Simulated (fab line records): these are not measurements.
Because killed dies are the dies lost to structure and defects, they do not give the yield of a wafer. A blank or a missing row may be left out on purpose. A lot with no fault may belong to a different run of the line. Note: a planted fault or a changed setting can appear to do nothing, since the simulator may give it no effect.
Split-lot trial :: flow n5_finfet :: 7 lots, 21 wafers read, on a route of 1938 steps

## ABOUT THE SPLIT
At N5_BEOL_M1_ETCH_64 (etches SOC in N2/H2, target depth 75 nm, overetch 15 nm, time 112.5 s), the setting source_w was moved away from the recipe's 840 W on 2 of the 21 wafers read, by -14.9% to -9.7%. All remaining wafers had this setting at the recipe value.

The split's own step is where the reading is taken.

## THE READING
rf_vpp_V, in V, at N5_BEOL_M1_ETCH_64 (etches SOC in N2/H2, target depth 75 nm, overetch 15 nm, time 112.5 s). Typical for fault-free wafers on this fab line: 524.0 V, with standard deviation 2.8 V.

wafer: L078.1
tool, chamber at the split: rie_diel-02, 2
source_w as run, W: 840
against the recipe: recipe
rf_vpp_V, V: 525.7
against lot-mates on the recipe: -

wafer: L078.5
tool, chamber at the split: rie_diel-02, 0
source_w as run, W: 840
against the recipe: recipe
rf_vpp_V, V: 524.7
against lot-mates on the recipe: -

wafer: L078.6
tool, chamber at the split: rie_diel-02, 1
source_w as run, W: 840
against the recipe: recipe
rf_vpp_V, V: 521.4
against lot-mates on the recipe: -

wafer: L084.4
tool, chamber at the split: rie_diel-06, 3
source_w as run, W: 840
against the recipe: recipe
rf_vpp_V, V: 518.4
against lot-mates on the recipe: -

wafer: L084.5
tool, chamber at the split: rie_diel-06, 3
source_w as run, W: 840
against the recipe: recipe
rf_vpp_V, V: 517.9
against lot-mates on the recipe: -

wafer: L084.6
tool, chamber at the split: rie_diel-06, 0
source_w as run, W: 758.4
against the recipe: -9.7%
rf_vpp_V, V: 542.8
against lot-mates on the recipe: +24.6

wafer: L085.4
tool, chamber at the split: rie_diel-05, 3
source_w as run, W: 840
against the recipe: recipe
rf_vpp_V, V: 524.3
against lot-mates on the recipe: -

wafer: L085.5
tool, chamber at the split: rie_diel-05, 0
source_w as run, W: 840
against the recipe: recipe
rf_vpp_V, V: 523.1
against lot-mates on the recipe: -

wafer: L085.6
tool, chamber at the split: rie_diel-05, 1
source_w as run, W: 840
against the recipe: recipe
rf_vpp_V, V: 525.0
against lot-mates on the recipe: -

wafer: L087.3
tool, chamber at the split: rie_diel-05, 0
source_w as run, W: 714.6
against the recipe: -14.9%
rf_vpp_V, V: 554.4
against lot-mates on the recipe: +28.1

wafer: L087.5
tool, chamber at the split: rie_diel-05, 3
source_w as run, W: 840
against the recipe: recipe
rf_vpp_V, V: 525.6
against lot-mates on the recipe: -

wafer: L087.6
tool, chamber at the split: rie_diel-05, 2
source_w as run, W: 840
against the recipe: recipe
rf_vpp_V, V: 527.0
against lot-mates on the recipe: -

wafer: L089.1
tool, chamber at the split: rie_diel-02, 1
source_w as run, W: 840
against the recipe: recipe
rf_vpp_V, V: 521.9
against lot-mates on the recipe: -

wafer: L089.2
tool, chamber at the split: rie_diel-02, 0
source_w as run, W: 840
against the recipe: recipe
rf_vpp_V, V: 522.1
against lot-mates on the recipe: -

wafer: L089.4
tool, chamber at the split: rie_diel-02, 3
source_w as run, W: 840
against the recipe: recipe
rf_vpp_V, V: 525.7
against lot-mates on the recipe: -

wafer: L094.1
tool, chamber at the split: rie_diel-02, 0
source_w as run, W: 840
against the recipe: recipe
rf_vpp_V, V: 524.6
against lot-mates on the recipe: -

wafer: L094.4
tool, chamber at the split: rie_diel-02, 2
source_w as run, W: 840
against the recipe: recipe
rf_vpp_V, V: 523.3
against lot-mates on the recipe: -

wafer: L094.5
tool, chamber at the split: rie_diel-02, 3
source_w as run, W: 840
against the recipe: recipe
rf_vpp_V, V: 526.9
against lot-mates on the recipe: -

wafer: L097.1
tool, chamber at the split: rie_diel-02, 1
source_w as run, W: 840
against the recipe: recipe
rf_vpp_V, V: 519.7
against lot-mates on the recipe: -

wafer: L097.2
tool, chamber at the split: rie_diel-02, 3
source_w as run, W: 840
against the recipe: recipe
rf_vpp_V, V: 526.5
against lot-mates on the recipe: -

wafer: L097.6
tool, chamber at the split: rie_diel-02, 1
source_w as run, W: 840
against the recipe: recipe
rf_vpp_V, V: 520.4
against lot-mates on the recipe: -

FIT RESULTS
A straight line over all 21 wafers: rf_vpp_V changes by -2.06 V for each +1% of source_w; r = -0.95; the points scatter about the line by 2.7 V.
The same after taking each lot's own level away (the mean of its wafers on the recipe; 21 wafers): -2.07 V for each +1%; r = -0.97; scatter 2.1 V.
That fit puts the effect of the largest move of source_w on the reading at 31 V.
The span of the lots' own levels, 518.15 to 526.30 V, comes to 2.9 times the standard deviation stated above.
Hence the lot-to-lot level has little effect on the slope; both slopes agree.
Check: +37.9 V against its lot-mates is what the line predicts for one of the wafers moved furthest among these (-14.9%) when that wafer is left out of the fit. It came out at +28.1 V against them.
Tool readings at the split's step, against how far the setting was moved: rf_vpp_V r = -0.95.

## FURTHER SPLITS ON THESE WAFERS
Before the reading, these wafers also passed through other splits. Each is held against what the fit with the lots' levels taken away leaves over:
other split on the same wafers: N5_GATE_CUT_EXPOSE_10 dose_mj
wafers away from the commonest value: 8
r with rf_vpp_V (lot level and that fit taken away): +0.07

other split on the same wafers: N5_GATE_CUT_ETCH_36 cf4_flow_sccm
wafers away from the commonest value: 7
r with rf_vpp_V (lot level and that fit taken away): +0.31

other split on the same wafers: N5_MOL_CONTACT_COAG_COAT_58 spin_rpm
wafers away from the commonest value: 8
r with rf_vpp_V (lot level and that fit taken away): +0.50

other split on the same wafers: N5_MOL_CONTACT_COAG_EXPOSE_05 dose_mj
wafers away from the commonest value: 3
r with rf_vpp_V (lot level and that fit taken away): -0.11

other split on the same wafers: N5_MOL_CONTACT_COAG_EXPOSE_81 dose_mj
wafers away from the commonest value: 7
r with rf_vpp_V (lot level and that fit taken away): -0.10

other split on the same wafers: N5_MOL_CONTACT_COAG_ETCH_91 time_s
wafers away from the commonest value: 10
r with rf_vpp_V (lot level and that fit taken away): +0.10

other split on the same wafers: N5_BEOL_M0_SAQP_COAT_08 spin_rpm
wafers away from the commonest value: 8
r with rf_vpp_V (lot level and that fit taken away): +0.13

other split on the same wafers: N5_BEOL_M0_ETCH_109 bias_w
wafers away from the commonest value: 6
r with rf_vpp_V (lot level and that fit taken away): -0.12

## FILE'S OWN FIT
rf_vpp_V changes by -2.08 V for each +1% of source_w, r = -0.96.
